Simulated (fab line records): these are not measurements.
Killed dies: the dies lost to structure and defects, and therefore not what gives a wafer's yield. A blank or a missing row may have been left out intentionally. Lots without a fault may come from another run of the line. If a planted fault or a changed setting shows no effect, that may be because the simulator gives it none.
fab line records | flow n5Finfet
[record] lots = 9 wafers = 26 lastDay = 17
route steps=1938 shown BEOL_M4@1111 MIM_BOT_ETCH@1867 TV_OPEN@1890 PAD_METAL@1896 PASSIVATION@1910
lots that met no fault: taken from a fault-free run of the same line
startH: the number of hours between the record's first day and the start of the first shown wafer of the lot | waitH: how many hours have passed since the lot's step before this one | " the same as in the row above | L1.1+2: one row covering several wafers at once | - no value, or no start given | * or withheld: withheld | < > ~ a bound
route shown NAME@n: a module of which the file shows steps, and the number in the route of the first | usual: average and standard deviation across the fault-free wafers | same: alike in all rows | chamber/n: place in a boat | sites: each site's reading | _std_site: their standard deviation | _edge_site: the outer-site mean with the inner-site mean subtracted | radiusMm: how far each site lies from the wafer's centre | mask NAME#n: copy n | behind: the most recent tool/chamber to have shaped the wafer | hold: cause of the lot's hold/its duration in hours/its outcome | device: the transistor (n, p or np) that didn't switch | end of line: at the end of the route, the tests of the same wafers | where a step has no rows: the recipe by itself | killed: at the first sort, the dies lost to defects and structure; wafer yield is something else | map: the dies of a wafer, with x for killed, . for not killed, _ for no die there
set.NAME: the run value of the setting; set.NAME@STEP: its run value at that earlier step | model.NAME: the simulator's own value behind a step, which no gauge read
the route's steps for a sample of lots (tables are steps, rows are wafers)
services: the hour from which a tool's chamber was out of use, counted from the record's first day as startH (under 0 if before that day), plus the number of hours and why
[[steps]]
[step N5_BEOL_M4_RC_MEAS_101]
[usual] DIBL_N = 36.3/1.4 DIBL_P = 36.2/1.5 IOFF_N = 0.160/0.021 IOFF_P = 0.211/0.027 ION_N = 676/7.7 ION_P = 463/5.5 SS_N = 71.4/0.57 SS_P = 73.3/0.58 VT_N = 249.3/2.5 VT_P = -250.1/2.6
// columns lot.wafer tool chamber startH waitH DIBL_N[mV/V] DIBL_P[mV/V] IOFF_N[nA/um] IOFF_P[nA/um] ION_N[uA/um] ION_P[uA/um] SS_N[mV/dec] SS_P[mV/dec] VT_N[mV] VT_P[mV]
L493.1 prober-02 0 192.73 0.0 34.6 34.4 0.129 0.152 674 452 71.2 73.3 254.6 -257.9
L493.4 " 0 " " 36.3 36.7 0.158 0.173 669 454 71.3 74.3 249.1 -257.4
L493.6 " 0 " " 37.5 37.7 0.168 0.185 671 449 72.1 74.0 251.6 -253.5
L496.1 prober-01 0 217.77 0.0 35.9 37.6 0.178 0.229 687 463 71.1 73.7 248.4 -251.9
L496.4 " 0 " " 35.3 36.3 0.157 0.213 672 461 70.7 73.3 251.2 -250.3
L496.6 " 0 " " 35.4 35.6 0.154 0.201 679 461 70.4 73.0 248.0 -248.6
L497.1 prober-02 0 222.49 0.0 34.5 35.8 0.155 0.194 687 471 71.6 72.5 249.1 -251.3
L497.4 " 0 " " 34.5 35.7 0.148 0.189 685 462 71.3 72.8 249.6 -249.6
L497.5 " 0 " " 34.8 36.1 0.159 0.199 690 467 71.2 73.2 249.1 -253.2
L498.1 prober-01 0 244.78 0.0 34.8 33.4 0.129 0.172 665 459 71.0 72.6 253.6 -249.8
L498.2 " 0 " " 37.6 37.7 0.172 0.227 680 464 71.2 73.9 246.5 -248.4
L498.6 " 0 " " 35.2 33.9 0.131 0.173 677 459 71.1 72.5 250.5 -249.7
L505.1 prober-02 0 265.66 0.0 36.1 35.1 0.162 0.204 672 465 71.2 72.9 248.7 -249.9
L505.2 " 0 " " 36.1 34.6 0.162 0.194 681 463 71.5 73.4 248.9 -252.3
L505.3 " 0 " " 35.0 33.8 0.150 0.184 680 463 70.9 72.8 250.5 -251.6
L507.5 prober-02 0 276.73 0.6 35.0 34.5 0.153 0.185 680 460 71.4 73.0 246.7 -255.1
L507.6 " 0 " " 34.2 33.2 0.135 0.174 668 455 70.4 72.7 249.4 -253.7
L508.1 prober-02 0 296.92 0.0 36.2 37.0 0.155 0.210 681 465 71.0 72.6 248.7 -248.2
L508.3 " 0 " " 33.3 34.4 0.112 0.168 667 460 70.5 72.3 252.3 -251.6
L508.4 " 0 " " 35.4 36.0 0.134 0.185 676 465 71.1 72.1 250.8 -252.4
L510.1 prober-01 0 308.31 0.0 36.9 37.2 0.179 0.233 680 468 71.7 73.4 249.0 -246.6
L510.3 " 0 " " 36.1 36.4 0.162 0.231 683 469 71.4 74.0 249.9 -250.1
L510.6 " 0 " " 37.2 37.9 0.189 0.242 687 471 72.7 74.3 247.6 -248.8
L511.3 prober-01 0 313.48 0.3 36.2 36.6 0.155 0.221 673 465 71.6 74.1 250.7 -249.9
L511.4 " 0 " " 35.2 34.4 0.125 0.181 660 451 70.8 73.0 253.3 -250.6
L511.6 " 0 " " 37.5 37.0 0.157 0.228 673 460 71.8 74.3 250.6 -249.8
[step N5_MIM_BOT_ETCH_ETCH_03]
[recipe] chemistry = Cl2/BCl3 targetDepthA = 120 pressureMtorr = 8 icpW = 800 biasW = 100 Cl2_flow_sccm = 20 bcl3FlowSccm = 80
[usual] biasW = 99.9/0.3 chamberPressureMTorr = 7.999/0.0077 drypumpMotorCurrentA = 5.8/0.46 oesProductAu = 0.71/0.087 throttleValvePct = 27.73/0.18
// columns lot.wafer tool chamber startH waitH biasW chamberPressureMTorr drypumpMotorCurrentA oesProductAu rfHoursCounterH throttleValvePct
L493.1 rieMetal-02 1 277.87 0.1 99.8 7.988 6.3 0.65 100 28.12
L493.4 " 0 " " 99.9 8.001 6.0 0.65 - 27.72
L493.6 " 1 " " 100.3 8.017 6.3 0.65 - 28.13
L496.1 rieMetal-01 1 298.98 0.1 99.6 7.993 5.9 0.68 88 27.61
L496.4 " 1 " " 99.5 8.016 5.9 0.67 - 27.60
L496.6 " 0 " " 99.6 8.008 5.0 0.71 - 27.58
L497.1 rieMetal-02 0 314.75 0.1 99.8 8.006 6.0 0.64 100 27.71
L497.4 " 1 " " 99.6 7.993 6.3 0.64 - 28.13
L497.5 " 0 " " 99.9 7.993 6.0 0.65 - 27.71
L498.1 rieMetal-02 1 346.02 0.1 99.7 8.006 6.3 0.63 106 28.13
L498.2 " 0 " " 99.7 7.995 6.0 0.63 102 27.71
L498.6 " 1 " " 99.5 8.004 6.3 0.63 - 28.13
L505.1 rieMetal-02 0 361.67 0.1 99.8 7.998 6.0 0.64 104 27.72
L505.2 " 0 " " 99.5 8.004 6.0 0.64 - 27.73
L505.3 " 0 " " 99.8 8.009 6.1 0.63 - 27.72
L507.5 rieMetal-01 0 371.17 0.1 99.4 7.993 5.0 0.69 - 27.58
L507.6 " 1 " " 100.3 7.999 5.9 0.66 - 27.61
L508.1 rieMetal-03 1 388.05 0.1 100.1 8.005 6.0 0.83 21 27.83
L508.3 " 0 " " 100.2 7.993 6.1 0.74 - 27.91
L508.4 " 1 " " 100.0 8.000 6.0 0.83 - 27.83
L510.1 rieMetal-01 0 401.60 0.1 99.7 8.004 5.0 0.69 76 27.59
L510.3 " 0 " " 100.0 7.995 5.0 0.69 - 27.59
L510.6 " 0 " " 99.5 8.005 5.0 0.69 - 27.58
L511.3 rieMetal-01 0 407.09 0.1 100.2 8.009 5.0 0.69 - 27.59
L511.4 " 0 " " 99.9 7.997 5.0 0.68 - 27.59
L511.6 " 0 " " 100.5 7.995 5.0 0.69 - 27.59
[step N5_PASSIVATION_ETCH_15]
[recipe] chemistry = CF4/N2 target = SiCN targetDepthA = 750 taperDeg = 2 timeS = 81.2 ionEnergyEv = 150 maskMaterial = SiNx pressureMtorr = 40 sourceW = 430 biasW = 70 Ar_flow_sccm = 100 cf4FlowSccm = 60 n2FlowSccm = 60
[usual] biasW = 69.96/0.18 chamberPressureMTorr = 40.00/0.037 drypumpMotorCurrentA = 5.7/0.49 mfcArSccm = 99.98/0.29 oesProductAu = 0.81/0.062 rfVppV = 382.6/1.7 showerheadPlenumPTorr = 2.22/0.066 throttleValvePct = 15.34/0.18
// columns lot.wafer tool chamber startH waitH biasW chamberPressureMTorr drypumpMotorCurrentA mfcArSccm oesProductAu rfHoursCounterH rfVppV showerheadPlenumPTorr throttleValvePct
L493.1 rieDiel-02 0 - - 69.96 40.04 6.1 100.40 0.75 176 383.1 2.28 15.16
L493.4 " 1 " " 70.05 40.06 5.8 99.89 0.92 - 380.2 2.17 15.46
L493.6 " 2 " " 69.93 40.06 5.1 100.15 0.77 - 381.0 2.13 15.48
L496.1 rieDiel-03 1 - - 69.58 39.95 6.6 99.75 0.71 240 382.5 2.26 15.59
L496.4 " 0 " " 70.10 40.01 5.7 100.05 0.87 52 380.4 2.15 14.94
L496.6 " 3 " " 70.55 40.00 5.8 99.97 0.86 - 383.3 2.23 15.33
L497.1 rieDiel-01 2 - - 70.04 39.97 4.9 100.14 0.79 121 380.8 2.13 15.22
L497.4 " 3 " " 69.96 40.02 5.5 99.68 0.82 - 383.2 2.24 15.39
L497.5 " 1 " " 69.83 39.99 5.7 100.02 0.74 - 383.3 2.20 15.47
L498.1 rieDiel-03 3 - - 70.07 39.98 5.7 99.99 0.84 79 382.4 2.23 15.35
L498.2 " 2 " " 69.83 40.02 6.4 99.80 0.80 90 384.6 2.32 15.35
L498.6 " 2 " " 70.06 39.95 6.4 100.10 0.81 - 385.1 2.32 15.35
L505.1 rieDiel-01 3 - - 70.12 40.04 5.5 99.70 0.81 94 383.6 2.23 15.41
L505.2 " 1 " " 69.82 40.03 5.7 100.04 0.72 196 381.8 2.20 15.51
L505.3 " 0 " " 70.11 40.00 5.8 100.38 0.79 101 385.0 2.31 15.58
L507.5 rieDiel-03 2 - - 69.97 39.97 6.4 99.78 0.80 - 384.7 2.32 15.36
L507.6 " 1 " " 69.82 40.02 6.6 100.32 0.96 - 384.0 2.25 15.14
L508.1 rieDiel-03 2 - - 70.07 39.97 6.4 100.05 0.80 103 382.9 2.32 15.36
L508.3 " 3 " " 70.02 40.00 5.8 100.41 0.83 93 382.9 2.22 15.38
L508.4 " 1 " " 70.25 39.98 6.6 100.39 0.94 12 381.4 2.25 15.16
L510.1 rieDiel-03 1 - - 70.26 40.01 6.6 100.15 0.92 14 385.2 2.25 15.16
L510.3 " 3 " " 69.69 40.00 5.8 100.12 0.82 96 383.2 2.22 15.40
L510.6 " 0 " " 69.97 39.99 5.7 100.12 0.83 - 380.3 2.14 15.00
L511.3 rieDiel-02 2 - - 69.88 40.02 5.1 100.20 0.75 151 380.0 2.12 15.57
L511.4 " 0 " " 69.61 39.95 6.1 101.17 0.71 217 383.4 2.27 15.26
L511.6 " 0 " " 69.45 40.06 6.1 100.06 0.71 - 382.7 2.27 15.23
[step N5_PASSIVATION_AL_DEP_21]
[recipe] material = Al targetThkA = 28000 tempC = 400 timeS = 170 powerW = 30000 chamberPressurePa = 0.4 gas = Ar
[usual] throttleValvePct = 30.1/0.95
// columns lot.wafer tool chamber startH waitH throttleValvePct
L493.1 pvdSputter-03 - 279.93 0.1 30.6
L493.4 " - " " 28.5
L493.6 " - " " 28.3
L496.1 pvdSputter-02 - 301.56 0.1 30.3
L496.4 " - " " 29.8
L496.6 " - " " 30.2
L497.1 pvdSputter-01 - 317.89 0.1 30.2
L497.4 " - " " 31.7
L497.5 " - " " 31.9
L498.1 pvdSputter-03 - 350.26 0.1 30.5
L498.2 " - " " 28.4
L498.6 " - " " 30.3
L505.1 pvdSputter-03 - 366.16 0.1 30.8
L505.2 " - " " 30.6
L505.3 " - " " 30.3
L507.5 pvdSputter-03 - 375.37 0.1 30.3
L507.6 " - " " 31.0
L508.1 pvdSputter-03 - 395.28 0.1 28.5
L508.3 " - " " 30.4
L508.4 " - " " 30.4
L510.1 pvdSputter-03 - 404.95 0.1 30.5
L510.3 " - " " 28.4
L510.6 " - " " 30.1
L511.3 pvdSputter-01 - 410.38 0.1 29.2
L511.4 " - " " 31.1
L511.6 " - " " 31.1
[step N5_PASSIVATION_ETCH_59]
[recipe] chemistry = Cl2/BCl3 target = TaN targetDepthA = 650 timeS = 34.9 ionEnergyEv = 100 pressureMtorr = 10 icpW = 900 biasW = 100 Cl2_flow_sccm = 60 bcl3FlowSccm = 30
[usual] biasW = 100.05/0.3 chamberPressureMTorr = 9.999/0.0085 drypumpMotorCurrentA = 5.9/0.44 oesProductAu = 0.74/0.098 throttleValvePct = 21.32/0.18
// columns lot.wafer tool chamber startH waitH biasW chamberPressureMTorr drypumpMotorCurrentA oesProductAu rfHoursCounterH throttleValvePct
L493.1 rieMetal-02 0 280.99 0.3 99.92 9.994 6.0 0.65 97 21.33
L493.4 " 1 " " 99.63 9.999 6.3 0.64 - 21.71
L493.6 " 1 " " 99.75 10.002 6.3 0.65 - 21.70
L496.1 rieMetal-02 0 302.92 0.3 99.89 10.002 6.0 0.65 99 21.35
L496.4 " 0 " " 99.77 9.990 6.0 0.64 - 21.34
L496.6 " 0 " " 100.44 10.003 6.0 0.65 - 21.33
L497.1 rieMetal-02 0 318.94 0.3 99.99 10.001 6.0 0.64 100 21.35
L497.4 " 0 " " 99.62 9.979 6.0 0.65 - 21.35
L497.5 " 0 " " 99.83 10.003 6.0 0.63 - 21.36
L498.1 rieMetal-03 1 351.44 0.3 100.05 9.987 6.0 0.85 17 21.28
L498.2 " 0 " " 100.64 9.997 6.1 0.75 61 21.50
L498.6 " 0 " " 100.28 10.004 6.1 0.74 - 21.51
L505.1 rieMetal-01 0 367.33 0.3 100.42 9.997 5.0 0.68 73 21.19
L505.2 " 1 " " 99.99 10.005 5.9 0.66 95 21.23
L505.3 " 1 " " 100.34 9.992 5.9 0.66 - 21.23
L507.5 rieMetal-02 1 377.08 0.3 99.85 10.008 6.3 0.96 - 21.36
L507.6 " 1 " " 99.86 9.999 6.3 0.26 - 22.65
L508.1 rieMetal-03 0 396.45 0.3 100.34 9.992 6.1 0.20 65 22.80
L508.3 " 0 " " 99.98 9.997 6.1 0.74 - 21.50
L508.4 " 1 " " 99.65 10.011 6.0 0.83 - 21.29
L510.1 rieMetal-01 0 406.52 0.7 100.64 10.007 5.0 0.18 77 22.48
L510.3 " 0 " " 100.02 9.997 5.0 0.68 - 21.21
L510.6 " 0 " " 100.08 9.993 5.0 0.19 - 22.46
L511.3 rieMetal-01 0 411.46 0.2 100.07 9.991 5.0 0.68 - 21.20
L511.4 " 1 " " 100.08 9.996 5.9 0.96 - 20.95
L511.6 " 1 " " 99.78 9.998 5.9 0.96 - 20.95
[step N5_PASSIVATION_PROBE_49]
[usual] defectLimitedYield = 91.3/1.4 killed_at_M0_to_M3 = 34/10 killed_at_M4_up = 13/4.8 killedAtContacts = 12/6.1 killedAtFrontEnd = 40/11 killedAtOther = 3.7/2.8 killedDies = 103/16 killedOnRim = 13/3.6 killedOpen = 67/12 killedShort = 34/7.4 sort_bin_5_function = 5.1/0.95 sort_bin_6_memory = 3.2/0.62 sortNPass = 1077/16 sortYieldPct = 91.3/1.4
[same] grossDies = 1180 killedAtBackSide = 0 sort_bin_4_leakage[%] = 0 sort_bin_8_speed[%] = 0
// columns lot.wafer tool chamber startH waitH defectLimitedYield[%] killed_at_M0_to_M3 killed_at_M4_up killedAtContacts killedAtFrontEnd killedAtOther killedDies killedOnRim killedOpen killedShort sort_bin_5_function[%] sort_bin_6_memory[%] sortNPass sortYieldPct[%]
L507.5 prober-01 - 382.63 0.2 90.8 33 14 12 47 3 109 16 71 37 5.3 3.6 1071 90.8
L507.6 prober-01 - 382.68 0.3 0 22 16 13 25 1104 1180 152 53 24 96.9 2.9 0 0
L508.1 prober-01 - 401.44 0.5 0 36 7 11 38 1088 1180 152 53 43 96.6 3.1 0 0
L508.3 prober-01 - 401.54 0.6 91.9 46 11 1 35 3 96 20 55 37 4.7 3.3 1084 91.9
L508.4 prober-01 - 401.59 0.7 91.9 48 13 6 27 1 95 10 62 31 4.2 3.6 1085 91.9
L510.1 prober-02 - 410.92 0.0 0 32 18 14 65 1051 1180 152 87 49 95.6 3.7 0 0
L510.3 prober-02 - 411.02 0.1 92.5 23 7 12 42 5 89 12 61 27 4.4 2.8 1091 92.5
L510.6 prober-02 - 411.17 0.3 0 42 9 7 50 1072 1180 152 72 42 95.7 4.0 0 0
// killed by level:class
L507.5 STI_FIN_REVEAL:geometricParticle:open=11 BEOL_M0_SAQP:geometricParticle:open=11 BEOL_M0_SAQP:geometricParticle:short=11 MOL_CONTACT_COAG:geometricParticle:open=10 FIN_SAQP:geometricParticle:open=7 FIN_SAQP:geometricParticle:short=6 BEOL_M4:geometricParticle:open=6 DUMMY_GATE:geometricParticle:open=4
L507.6 PASSIVATION:areaEtch=1103 MOL_CONTACT_COAG:geometricParticle:open=12 BEOL_M2:geometricParticle:open=7 BEOL_M0_SAQP:geometricParticle:short=5 BEOL_M4:geometricParticle:open=5 FIN_SAQP:geometricParticle:short=3 FIN_SAQP:geometricParticle:open=3 STI_FIN_REVEAL:geometricParticle:open=3
L508.1 PASSIVATION:areaEtch=1082 BEOL_M2:geometricParticle:open=12 FIN_SAQP:geometricParticle:short=9 GATE_CUT:geometricParticle:short=8 BEOL_M3:geometricParticle:open=8 MOL_CONTACT_COAG:geometricParticle:open=6 MOL_CONTACT_COAG:geometricParticle:short=5 BEOL_M0_SAQP:geometricParticle:short=5
L508.3 STI_FIN_REVEAL:geometricParticle:open=8 BEOL_M0_SAQP:geometricParticle:short=8 BEOL_M1:geometricParticle:open=8 BEOL_M3:geometricParticle:open=8 FIN_SAQP:geometricParticle:short=7 BEOL_M1:geometricParticle:short=6 BEOL_M0_SAQP:geometricParticle:open=5 BEOL_M2:geometricParticle:open=5
L508.4 BEOL_M0_SAQP:geometricParticle:open=11 BEOL_M0_SAQP:geometricParticle:short=11 FIN_SAQP:geometricParticle:open=8 BEOL_M1:geometricParticle:open=8 FIN_SAQP:geometricParticle:short=5 STI_FIN_REVEAL:geometricParticle:open=5 MOL_CONTACT_COAG:geometricParticle:open=5 BEOL_M1:geometricParticle:short=5
L510.1 PASSIVATION:areaEtch=1044 FIN_SAQP:geometricParticle:short=18 STI_FIN_REVEAL:geometricParticle:open=15 FIN_SAQP:geometricParticle:open=13 MOL_CONTACT_COAG:geometricParticle:open=10 BEOL_M1:geometricParticle:open=10 BEOL_M4:geometricParticle:open=10 BEOL_M0_SAQP:geometricParticle:short=8
L510.3 STI_FIN_REVEAL:geometricParticle:open=12 MOL_CONTACT_COAG:geometricParticle:open=9 BEOL_M3:geometricParticle:open=6 FIN_SAQP:geometricParticle:short=5 BEOL_M0_SAQP:geometricParticle:short=5 BEOL_M1:geometricParticle:open=5 STI_FIN_REVEAL:geometricParticle:short=4 SPACER0:geometricParticle:open=4
L510.6 PASSIVATION:areaEtch=1066 BEOL_M0_SAQP:geometricParticle:open=15 BEOL_M0_SAQP:geometricParticle:short=14 FIN_SAQP:geometricParticle:open=13 FIN_SAQP:geometricParticle:short=8 STI_FIN_REVEAL:geometricParticle:open=8 BEOL_M2:geometricParticle:open=8 GATE_CUT:geometricParticle:short=7
[[services]]
// columns tool chamber startH hours kind
rieDiel-02 3 256.42 2.8 repair
rieMetal-03 0 265.79 4.4 repair
rieDiel-02 2 267.02 6.3 repair
pvdSputter-01 - 300.26 1.2 repair
rieDiel-01 0 301.30 18.0 repair
rieDiel-01 2 304.72 3.9 repair
rieMetal-03 - 313.19 2.8 pm
rieDiel-02 - 315.20 0.5 repair
rieMetal-01 - 321.67 1.0 repair
pvdSputter-01 - 330.77 4.0 repair
rieDiel-02 2 334.70 5.6 repair
rieDiel-03 - 349.76 2.8 pm
rieDiel-03 2 355.42 7.3 repair
rieMetal-02 1 355.68 - clean
rieMetal-02 1 355.68 14.7 scheduledDown
rieMetal-02 1 355.68 14.7 ventCycle
rieDiel-02 1 363.63 4.7 repair
rieDiel-03 0 381.20 5.1 repair
rieDiel-03 3 388.05 3.0 repair
pvdSputter-02 - 390.31 1.5 repair
rieDiel-01 2 396.66 7.9 repair
pvdSputter-01 - 398.06 0.6 repair
rieMetal-01 - 399.54 2.0 repair
rieMetal-03 1 405.07 5.9 repair
[[key]]
[firstSign] step = N5_PASSIVATION_ETCH_59 reading = oesProductAu direction = down sigmas = 5.5 usual = 0.74 struck = 0.21
[effect] step = N5_PASSIVATION_PROBE_49 reading = killedAtOther direction = up sigmas = 99+ usual = 3.7 struck = 1078.8
[moreKillsBornAt] N5_PASSIVATION_ETCH_59@rieMetal-01 = 2110 N5_PASSIVATION_ETCH_59@rieMetal-02 = 1103 N5_PASSIVATION_ETCH_59@rieMetal-03 = 1082
metAt N5_PASSIVATION_AL_DEP_21
struckLots L507,L508,L510
struckWafers L507.6,L508.1,L510.1,L510.6
laterRowsLeftOut L507.6,L508.1,L510.1,L510.6
notActingAt N5_MIM_BOT_ETCH_ETCH_03,N5_PASSIVATION_ETCH_15
onsetBetween 366.16 375.37
[fault] kind = processParameterDrift tool = pvdSputter-03 chamber = - onsetH = 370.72 steps = N5_PASSIVATION_AL_DEP_21 channel = timeS offset = * shape = step endH = 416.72 scope = struckWafersOnly actsIn = * stated = *
// laterRowsLeftOut: the simulator's readings of these wafers behind a module that went badly wrong aren't trusted and aren't shown, but for the sort
